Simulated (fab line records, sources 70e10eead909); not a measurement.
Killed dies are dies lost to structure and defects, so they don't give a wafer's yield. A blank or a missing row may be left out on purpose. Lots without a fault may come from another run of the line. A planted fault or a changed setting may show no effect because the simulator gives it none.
fab line records | flow nand_harc | part 1 of 2: steps 1 to 22 of 30
record lots=5 wafers=15 last_day=32
route steps=1302 shown P_GATE@128
lots that met no fault: from a run of the same line without faults
start_h: hours from the record's first day to the start of the lot's first wafer shown | wait_h: hours since the lot's step before | " the same as in the row above | L1.1+2: a row that stands for several wafers | - no value, or no start given | * or withheld: withheld | < > ~ a bound
route shown NAME@n: a module of which the file shows steps, and the number in the route of the first | usual: mean/standard deviation of fault-free wafers | same: alike in all rows | chamber/n: place in a boat | sites: the reading at each site | _std_site: their standard deviation | _edge_site: outer sites' mean less inner sites' | radius_mm: how far each site lies from the wafer's centre | mask NAME#n: copy n | behind: the tool/chamber that last shaped the wafer | hold: why the lot was held/for how many hours/how that ended | device: the transistor (n, p or np) that didn't switch | end of line: the same wafers' tests at the end of the route | a step without rows: its recipe alone | killed: dies lost to structure and defects at the first sort, not the wafer's yield | map: a wafer's dies, x killed, . not, _ none there
set.NAME: the setting as run; set.NAME@STEP: as run at that earlier step | model.NAME: the simulator's own value behind a step, which no gauge read
lots at some steps of the route; a table a step, a row a wafer
services: from which hour (start_h, from the record's first day; less than 0 if before it) a tool's chamber was out of use, for how many hours, and why
## steps
# step NHARC_P_GATE_SRD_72
# columns lot.wafer tool chamber start_h wait_h
L077.3+4+2 wet_bench-05 1,3,5 - -
L081.5+4+2 wet_bench-04 3,4,6 - -
L087.1+2+3 wet_bench-04 5,6,0 - -
L092.5+6+3 wet_bench-01 6,7,0 - -
L095.4+3+6 wet_bench-04 6,2,3 - -
# step NHARC_P_GATE_OXIDE_16
# recipe target_thk_a=30 temp_c=875 ox_time_s=392 material=SiO2
# usual tube_center_temp_C=874.99/0.075 zone_power_bottom_pct=25.2/2.7
# columns lot.wafer tool chamber start_h wait_h tube_center_temp_C zone_power_bottom_pct
L077.2 furnace-02 0 112.06 - 874.91 22.7
L077.3 " 0 " " 875.07 23.3
L077.4 " 0 " " 874.98 23.4
L081.2 furnace-02 0 155.83 - 874.99 22.8
L081.4 " 0 " " 875.11 22.8
L081.5 " 0 " " 875.04 23.3
L087.1 furnace-02 0 214.18 - 874.82 23.0
L087.2 " 0 " " 875.02 23.4
L087.3 " 0 " " 875 23.0
L092.3 furnace-05 0 272.12 - 875.01 29.0
L092.5 " 0 " " 874.97 29.0
L092.6 " 0 " " 874.92 29.1
L095.3 furnace-02 0 294.30 - 875.03 23.1
L095.4 " 0 " " 875.12 23.2
L095.6 " 0 " " 875 23.1
# step NHARC_P_GATE_CVD_17
# recipe target_thk_a=1500 temp_c=620 time_s=900 material=poly-Si
# usual tube_center_temp_C=620/0.054 zone_power_bottom_pct=12.9/1
# columns lot.wafer tool chamber start_h wait_h tube_center_temp_C zone_power_bottom_pct
L077.2 lpcvd_poly-02 0 118.28 2.7 619.92 12.8
L077.3 " 0 " " 620.05 13.2
L077.4 " 0 " " 619.9 13.0
L081.2 lpcvd_poly-02 0 162.09 2.7 620.04 13.0
L081.4 " 0 " " 619.98 12.9
L081.5 " 0 " " 619.93 13.0
L087.1 lpcvd_poly-04 0 220.32 2.6 620 14.5
L087.2 " 0 " " 620.03 14.5
L087.3 " 0 " " 620.01 14.4
L092.3 lpcvd_poly-04 0 278.32 2.6 619.91 14.5
L092.5 " 0 " " 619.97 14.4
L092.6 " 0 " " 619.89 14.3
L095.3 lpcvd_poly-02 0 300.59 2.7 619.99 13.2
L095.4 " 0 " " 620.05 13.0
L095.6 " 0 " " 620.01 12.8
# step NHARC_P_GATE_HM_DEP_102
# recipe target_thk_a=1200 temp_c=400 material=aC
# usual throttle_valve_pct=35.001/0.0091
# columns lot.wafer tool chamber start_h wait_h throttle_valve_pct
L077.2 acl_dep-01 0 124.45 3.9 34.999
L077.3 " 0 " " 34.987
L077.4 " 0 " " 35.008
L081.2 acl_dep-02 0 164.78 0.5 34.981
L081.4 " 0 " " 34.996
L081.5 " 0 " " 35.018
L087.1 acl_dep-01 0 225.37 2.8 34.999
L087.2 " 0 " " 35.018
L087.3 " 0 " " 35.000
L092.3 acl_dep-02 0 282.64 2.1 35.014
L092.5 " 0 " " 34.987
L092.6 " 0 " " 34.986
L095.3 acl_dep-02 0 303.41 0.6 34.993
L095.4 " 0 " " 35.009
L095.6 " 0 " " 35.012
# step NHARC_P_GATE_DEP_103
# recipe target_thk_a=300 target_thk_nm=30 temp_c=400 flow_sccm=200 rf_w=350 material=SiON
# usual heater_power_w=739/110
# columns lot.wafer tool chamber start_h wait_h heater_power_w since_wet_clean_h
L077.3 pecvd-02 1 125.14 0.5 734 66
L077.2 " 2 " " 746 66
L077.4 " 2 " " 747 -
L081.2 pecvd-04 2 165.33 0.4 650 64
L081.4 " 2 " " 689 -
L081.5 " 1 " " 738 -
L087.3 pecvd-02 0 226.02 0.3 1078 167
L087.1 " 1 " " 679 167
L087.2 " 2 " " 677 167
L092.3 pecvd-01 1 283.14 0.4 807 134
L092.6 " 2 " " 688 -
L092.5 " 0 " " 711 -
L095.3 pecvd-02 0 303.85 0.3 1072 64
L095.4 " 0 " " 1092 -
L095.6 " 2 " " 758 -
# step NHARC_P_GATE_DEHYDRATE_18
# recipe temp_c=150 time_s=120
# usual exhaust_pa=45.0/0.93
# columns lot.wafer tool chamber start_h wait_h exhaust_pa
L077.2 litho_track-01 0 125.38 0.2 44.8
L077.3 " 0 " " 43.2
L077.4 " 0 " " 44.4
L081.2 litho_track-06 0 165.60 0.2 45.2
L081.4 " 0 " " 44.8
L081.5 " 0 " " 45.8
L087.1 litho_track-01 0 226.29 0.2 43.3
L087.2 " 0 " " 43.6
L087.3 " 0 " " 44.9
L092.3 litho_track-06 0 283.36 0.2 44.1
L092.5 " 0 " " 44.3
L092.6 " 0 " " 44.0
L095.3 litho_track-06 0 304.13 0.2 45.5
L095.4 " 0 " " 44.8
L095.6 " 0 " " 44.6
# step NHARC_P_GATE_HMDS_19
# recipe time_s=30
# usual exhaust_pa=45.0/0.95
# columns lot.wafer tool chamber start_h wait_h exhaust_pa
L077.2 litho_track-01 0 - - 45.1
L077.3 " 0 " " 45.2
L077.4 " 0 " " 45.5
L081.2 litho_track-06 0 - - 45.0
L081.4 " 0 " " 45.8
L081.5 " 0 " " 43.6
L087.1 litho_track-01 0 - - 44.5
L087.2 " 0 " " 44.4
L087.3 " 0 " " 46.0
L092.3 litho_track-06 0 - - 44.9
L092.5 " 0 " " 45.1
L092.6 " 0 " " 45.4
L095.3 litho_track-06 0 - - 45.6
L095.4 " 0 " " 44.3
L095.6 " 0 " " 46.5
# step NHARC_P_GATE_COAT_20
# recipe spin_rpm=1500 resist_thk_nm=90
# usual exhaust_pa=44.8/0.86
# columns lot.wafer tool chamber start_h wait_h exhaust_pa
L077.2 litho_track-01 0 - - 45.3
L077.3 " 0 " " 43.4
L077.4 " 0 " " 44.1
L081.2 litho_track-06 0 - - 43.7
L081.4 " 0 " " 44.1
L081.5 " 0 " " 43.6
L087.1 litho_track-01 0 - - 45.0
L087.2 " 0 " " 44.8
L087.3 " 0 " " 45.4
L092.3 litho_track-06 0 - - 44.2
L092.5 " 0 " " 45.4
L092.6 " 0 " " 45.6
L095.3 litho_track-06 0 - - 44.2
L095.4 " 0 " " 44.4
L095.6 " 0 " " 44.6
# step NHARC_P_GATE_SOFTBAKE_21
# recipe temp_c=105 time_s=55
# usual exhaust_pa=45.0/0.76
# columns lot.wafer tool chamber start_h wait_h exhaust_pa
L077.2 litho_track-01 0 - - 44.1
L077.3 " 0 " " 44.2
L077.4 " 0 " " 44.3
L081.2 litho_track-06 0 - - 45.8
L081.4 " 0 " " 45.6
L081.5 " 0 " " 46.6
L087.1 litho_track-01 0 - - 44.6
L087.2 " 0 " " 44.3
L087.3 " 0 " " 44.5
L092.3 litho_track-06 0 - - 45.5
L092.5 " 0 " " 45.5
L092.6 " 0 " " 45.2
L095.3 litho_track-06 0 - - 45.6
L095.4 " 0 " " 45.6
L095.6 " 0 " " 45.1
# step NHARC_P_GATE_EBR_22
# usual exhaust_pa=45.0/0.83
# columns lot.wafer tool chamber start_h wait_h exhaust_pa
L077.2 litho_track-01 0 - - 44.4
L077.3 " 0 " " 44.8
L077.4 " 0 " " 45.1
L081.2 litho_track-06 0 - - 46.4
L081.4 " 0 " " 46.3
L081.5 " 0 " " 45.1
L087.1 litho_track-01 0 - - 45.2
L087.2 " 0 " " 45.1
L087.3 " 0 " " 44.2
L092.3 litho_track-06 0 - - 44.9
L092.5 " 0 " " 44.5
L092.6 " 0 " " 46.2
L095.3 litho_track-06 0 - - 44.4
L095.4 " 0 " " 44.5
L095.6 " 0 " " 44.6
# step NHARC_P_GATE_EXPOSE_23
# recipe na=1.35 target_cd_nm=120 dose_mj=93.91 mask_id=P_GATE
# usual exposure_dose_mJ_cm2=93.92/0.1
# columns lot.wafer tool chamber start_h wait_h mask exposure_dose_mJ_cm2
L077.2 arfi_scanner-01 0 125.65 - P_GATE#0 93.88
L077.3 " 0 " " P_GATE#0 94.01
L077.4 " 0 " " P_GATE#0 93.98
L081.2 arfi_scanner-03 0 165.87 - P_GATE#0 94.02
L081.4 " 0 " " P_GATE#0 93.88
L081.5 " 0 " " P_GATE#0 94.18
L087.1 arfi_scanner-02 0 226.43 - P_GATE#0 93.87
L087.2 " 0 " " P_GATE#0 93.84
L087.3 " 0 " " P_GATE#0 93.82
L092.3 arfi_scanner-03 0 283.63 - P_GATE#0 93.88
L092.5 " 0 " " P_GATE#0 93.68
L092.6 " 0 " " P_GATE#0 93.88
L095.3 arfi_scanner-03 0 304.40 - P_GATE#0 94.10
L095.4 " 0 " " P_GATE#0 94.03
L095.6 " 0 " " P_GATE#0 93.94
# step NHARC_P_GATE_PEB_24
# recipe peb_temp_c=100 peb_time_s=65
# usual exhaust_pa=45.0/0.98
# same peb_time_s=65
# columns lot.wafer tool chamber start_h wait_h exhaust_pa
L077.2 litho_track-01 0 125.71 0.1 46.2
L077.3 " 0 " " 44.6
L077.4 " 0 " " 45.9
L081.2 litho_track-01 0 165.93 0.1 45.6
L081.4 " 0 " " 45.5
L081.5 " 0 " " 45.6
L087.1 litho_track-04 0 226.49 0.1 47.3
L087.2 " 0 " " 46.0
L087.3 " 0 " " 44.1
L092.3 litho_track-04 0 283.69 0.0 45.2
L092.5 " 0 " " 44.5
L092.6 " 0 " " 45.5
L095.3 litho_track-04 0 304.46 0.0 46.9
L095.4 " 0 " " 45.2
L095.6 " 0 " " 46.0
# step NHARC_P_GATE_DEVELOP_25
# recipe develop_time_s=35 dev_temp_c=23
# usual exhaust_pa=45.0/0.97
# columns lot.wafer tool chamber start_h wait_h exhaust_pa
L077.2 litho_track-01 0 - - 46.1
L077.3 " 0 " " 46.1
L077.4 " 0 " " 44.8
L081.2 litho_track-01 0 - - 44.9
L081.4 " 0 " " 43.3
L081.5 " 0 " " 45.1
L087.1 litho_track-04 0 - - 45.1
L087.2 " 0 " " 45.0
L087.3 " 0 " " 46.2
L092.3 litho_track-04 0 - - 43.1
L092.5 " 0 " " 43.9
L092.6 " 0 " " 43.4
L095.3 litho_track-04 0 - - 46.1
L095.4 " 0 " " 46.1
L095.6 " 0 " " 45.9
# step NHARC_P_GATE_CD_MEAS_26
# recipe target_cd_nm=120 landing_energy_ev=500
# usual cd_nm=120.0/0.6
# columns lot.wafer tool chamber start_h wait_h cd_nm
L077.2 cd_sem-02 0 125.79 - 121.0
L077.3 " 0 " " 121.3
L077.4 " 0 " " 120.5
L081.2 cd_sem-03 0 166.01 - 120.6
L081.4 " 0 " " 120.2
L081.5 " 0 " " 120.3
L087.1 cd_sem-03 0 226.57 - 119.9
L087.2 " 0 " " 120.4
L087.3 " 0 " " 119.2
L092.3 cd_sem-01 0 283.77 - 118.9
L092.5 " 0 " " 118.9
L092.6 " 0 " " 120.2
L095.3 cd_sem-01 0 304.54 - 121.0
L095.4 " 0 " " 120.2
L095.6 " 0 " " 119.4
# step NHARC_P_GATE_OVL_MEAS_27
# usual overlay_x_nm=0.0/0.98 overlay_y_nm=0.2/0.77
# columns lot.wafer tool chamber start_h wait_h overlay_x_nm overlay_y_nm
L077.2 overlay-02 - 125.88 - 0.0 1.9
L077.3 " - " " 0.6 2.2
L077.4 " - " " 0.8 1.7
L081.2 overlay-01 - 166.10 - -0.1 1.1
L081.4 " - " " 0.3 1.1
L081.5 " - " " 0.2 0.9
L087.1 overlay-02 - 226.66 - 0.2 0.0
L087.2 " - " " 0.1 -0.3
L087.3 " - " " -0.1 -0.4
L092.3 overlay-02 - 283.85 - 0.4 0.3
L092.5 " - " " 0.7 0.6
L092.6 " - " " 0.7 0.6
L095.3 overlay-01 - 304.62 - 0.3 0.6
L095.4 " - " " 0.1 0.0
L095.6 " - " " 0.3 0.1
# step NHARC_P_GATE_INSPECT_28
# usual raw_defect_count=6/3.3
# columns lot.wafer tool chamber start_h wait_h raw_defect_count
L077.2 defect_inspect-02 - 125.91 0.0 7
L077.3 " - " " 5
L077.4 " - " " 4
L081.2 defect_inspect-02 - 166.13 0.0 16
L081.4 " - " " 8
L081.5 " - " " 11
L087.1 defect_inspect-02 - 226.70 0.0 8
L087.2 " - " " 3
L087.3 " - " " 10
L092.3 defect_inspect-01 - 283.89 0.0 5
L092.5 " - " " 9
L092.6 " - " " 7
L095.3 defect_inspect-01 - 304.66 0.0 15
L095.4 " - " " 8
L095.6 " - " " 2
# step NHARC_P_GATE_DESCUM_31
# recipe time_s=3 o2_flow_sccm=200 ar_flow_sccm=0 bias_power_w=0 chemistry=O2
# usual drypump_motor_current_A=5.5/0.31 oes_product_au=0.996/0.0074 rf_vpp_V=57.7/0.82 showerhead_plenum_p_Torr=1.93/0.073 throttle_valve_pct=11.312/0.0096
# columns lot.wafer tool chamber start_h wait_h drypump_motor_current_A oes_product_au rf_hours_counter_h rf_vpp_V showerhead_plenum_p_Torr throttle_valve_pct
L077.2 rie_diel-04 1 125.97 0.1 5.8 0.992 6 59.0 1.99 11.314
L077.3 " 2 " " 5.4 0.997 7 56.7 1.93 11.312
L077.4 " 0 " " 5.8 1.006 7 58.3 1.90 11.321
L081.4 rie_diel-07 0 166.19 0.1 5.6 0.997 3 57.2 1.97 11.318
L081.2 " 1 " " 5.4 0.994 3 57.7 1.82 11.313
L081.5 " 0 " " 5.6 0.997 - 56.6 1.97 11.348
L087.1 rie_diel-07 1 226.76 0.1 5.4 0.998 7 58.6 1.82 11.314
L087.3 " 3 " " 5.2 0.993 7 57.4 1.99 11.302
L087.2 " 0 " " 5.6 0.995 8 58.9 1.97 11.310
L092.3 rie_diel-07 3 283.96 0.1 5.1 1.002 9 57.9 1.98 11.333
L092.5 " 2 " " 5.1 0.983 - 59.1 1.99 11.319
L092.6 " 3 " " 5.1 1.006 - 58.2 1.98 11.318
L095.4 rie_diel-07 0 304.72 0.1 5.6 0.992 0 57.4 1.97 11.297
L095.3 " 1 " " 5.4 1.004 0 55.3 1.82 11.320
L095.6 " 1 " " 5.4 1.007 - 58.0 1.82 11.302
# step NHARC_P_GATE_ETCH_104
# recipe target_depth_a=600 time_s=withheld cf4_flow_sccm=100 chf3_flow_sccm=30 ar_flow_sccm=0 rf_w=500 bias_w=200 chemistry=CF4/CHF3
# usual drypump_motor_current_A=5.5/0.32 oes_product_au=0.953/0.02 rf_vpp_V=371.0/2.1 showerhead_plenum_p_Torr=1.58/0.057 throttle_valve_pct=16.803/0.0087
# columns lot.wafer tool chamber start_h wait_h drypump_motor_current_A oes_product_au rf_vpp_V showerhead_plenum_p_Torr throttle_valve_pct
L077.2 rie_diel-04 3 126.06 0.1 5.5 0.918 372.0 1.62 16.808
L077.3 " 0 " " 5.8 0.924 370.5 1.56 16.805
L077.4 " 2 " " 5.4 0.923 370.7 1.58 16.803
L081.2 rie_diel-07 0 166.28 0.1 5.6 0.949 372.4 1.62 16.805
L081.4 " 1 " " 5.4 0.960 369.0 1.50 16.823
L081.5 " 1 " " 5.4 0.955 369.1 1.50 16.816
L087.2 rie_diel-07 3 226.84 0.1 5.1 0.934 372.3 1.63 16.805
L087.1 " 0 " " 5.6 0.942 371.9 1.62 16.794
L087.3 " 2 " " 5.1 0.922 371.1 1.64 16.804
L092.3 rie_diel-07 3 284.04 0.1 5.1 0.961 372.9 1.63 16.801
L092.5 " 1 " " 5.4 0.969 367.9 1.50 16.809
L092.6 " 2 " " 5.1 0.954 371.7 1.64 16.814
L095.3 rie_diel-07 3 304.80 0.1 5.1 0.985 371.2 1.63 16.805
L095.4 " 2 " " 5.1 0.978 373.3 1.64 16.805
L095.6 " 0 " " 5.6 0.959 372.9 1.62 16.815
# step NHARC_P_GATE_HM_OPEN_105
# recipe target_depth_a=3600 o2_flow_sccm=400 cos_flow_sccm=20 ar_flow_sccm=0 rf_w=500 bias_w=300 chemistry=O2/COS
# usual drypump_motor_current_A=5.5/0.33 oes_product_au=0.996/0.0089 rf_vpp_V=467.5/2.5 showerhead_plenum_p_Torr=3.14/0.11 throttle_valve_pct=28.330/0.0089
# columns lot.wafer tool chamber start_h wait_h drypump_motor_current_A oes_product_au rf_hours_counter_h rf_vpp_V showerhead_plenum_p_Torr throttle_valve_pct
L077.2 rie_diel-04 0 - - 5.8 1.012 7 465.2 3.10 28.320
L077.3 " 2 " " 5.4 0.994 7 467.6 3.14 28.316
L077.4 " 3 " " 5.5 0.997 7 469.4 3.22 28.340
L081.2 rie_diel-07 2 - - 5.1 0.971 2 470.7 3.25 28.347
L081.4 " 3 " " 5.2 0.994 2 470.8 3.24 28.334
L081.5 " 0 " " 5.7 0.989 - 468.5 3.21 28.329
L087.1 rie_diel-07 3 - - 5.2 0.992 7 469.5 3.23 28.328
L087.3 " 0 " " 5.6 0.987 8 468.5 3.21 28.340
L087.2 " 1 " " 5.4 1.001 7 464.1 2.98 28.332
L092.3 rie_diel-07 3 - - 5.1 1.006 9 469.0 3.23 28.336
L092.6 " 3 " " 5.1 0.993 - 470.3 3.23 28.332
L092.5 " 0 " " 5.6 0.997 - 468.3 3.21 28.347
L095.3 rie_diel-07 3 - - 5.1 0.997 0 469.2 3.23 28.326
L095.4 " 0 " " 5.6 1.000 0 468.3 3.20 28.332
L095.6 " 0 " " 5.6 0.987 - 469.7 3.21 28.323
# step NHARC_P_GATE_STRIP_106
# recipe o2_flow_sccm=400 cos_flow_sccm=20 ar_flow_sccm=0 bias_w=0 chemistry=O2/COS
# columns lot.wafer tool chamber start_h wait_h
L077.3+4+2 rie_diel-04 3,0,2 - -
L081.4+2+5 rie_diel-07 2,0,1 - -
L087.1+3+2 rie_diel-07 1,2,0 - -
L092.3+6+5 rie_diel-07 1,1,2 - -
L095.4+3+6 rie_diel-07 1,2,0 - -
# step NHARC_P_GATE_ETCH_114
# recipe target_depth_a=300 overetch_a=30 time_s=16.5 ion_energy_ev=100 cf4_flow_sccm=80 o2_flow_sccm=20 ar_flow_sccm=0 rf_w=300 bias_w=100 chemistry=CF4/O2
# usual drypump_motor_current_A=5.5/0.31 oes_ar_750_au=1.000/0.0045 oes_product_au=0.997/0.0083 rf_vpp_V=197.8/1.3 showerhead_plenum_p_Torr=1.34/0.051 throttle_valve_pct=13.395/0.0098
# columns lot.wafer tool chamber start_h wait_h drypump_motor_current_A oes_ar_750_au oes_product_au rf_hours_counter_h rf_vpp_V showerhead_plenum_p_Torr throttle_valve_pct
L077.2 rie_diel-04 1 - - 5.8 0.998 0.997 7 198.5 1.39 13.396
L077.4 " 2 " " 5.4 0.989 0.999 7 199.4 1.34 13.402
L077.3 " 3 " " 5.5 0.997 0.985 7 197.9 1.38 13.399
L081.2 rie_diel-07 1 - - 5.4 1.007 1.004 3 195.0 1.27 13.397
L081.4 " 2 " " 5.1 1.001 0.993 2 200.5 1.39 13.405
L081.5 " 1 " " 5.4 0.995 0.993 - 196.6 1.27 13.391
L087.1 rie_diel-07 0 - - 5.6 1.009 0.992 8 198.3 1.37 13.387
L087.2 " 2 " " 5.1 1.000 0.990 6 198.0 1.39 13.411
L087.3 " 3 " " 5.1 0.998 1.000 7 199.1 1.38 13.403
L092.3 rie_diel-07 3 - - 5.1 0.996 1.000 9 198.5 1.38 13.399
L092.5 " 0 " " 5.6 1.001 0.995 - 197.4 1.37 13.397
L092.6 " 1 " " 5.4 1.012 0.986 - 195.2 1.27 13.398
L095.4 rie_diel-07 1 - - 5.4 1.008 1.013 0 196.3 1.27 13.405
L095.3 " 3 " " 5.1 0.995 1.010 0 198.7 1.38 13.398
L095.6 " 1 " " 5.4 0.999 1.001 - 195.7 1.27 13.378
# step NHARC_P_GATE_ETCH_32
# recipe target_depth_a=1500 over_etch_frac=1 over_etch_ion_energy_ev=40 time_s=100.1 hbr_flow_sccm=150 cl2_flow_sccm=50 rf_w=400 icp_w=400 bias_w=100 chemistry=HBr/Cl2
# usual drypump_motor_current_A=5.9/0.37 oes_product_au=1.001/0.0064 throttle_valve_pct=26.406/0.0093
# same over_etch_frac=1
# columns lot.wafer tool chamber start_h wait_h drypump_motor_current_A oes_product_au rf_hours_counter_h throttle_valve_pct
L077.3 rie_si-01 2 126.45 - 6.2 1.003 0.8 26.414
L077.2 " 3 " " 5.3 0.999 0.8 26.397
L077.4 " 0 " " 6.0 1.005 0.7 26.418
L081.2 rie_si-01 3 166.69 - 5.3 1.000 1.1 26.406
L081.4 " 0 " " 6.0 1.000 1.0 26.413
L081.5 " 2 " " 6.2 1.005 - 26.412
L087.3 rie_si-01 2 227.22 - 6.2 1.006 0.1 26.404
L087.1 " 3 " " 5.3 0.997 0.2 26.416
L087.2 " 0 " " 6.0 0.998 0.2 26.400
L092.3 rie_si-06 1 284.42 - 6.4 1.000 0.1 26.409
L092.6 " 0 " " 6.4 1.003 - 26.408
L092.5 " 1 " " 6.4 1.001 - 26.404
L095.4 rie_si-01 3 305.20 - 5.3 0.996 0.7 26.410
L095.3 " 0 " " 6.0 1.012 0.7 26.419
L095.6 " 2 " " 6.3 1.010 - 26.402
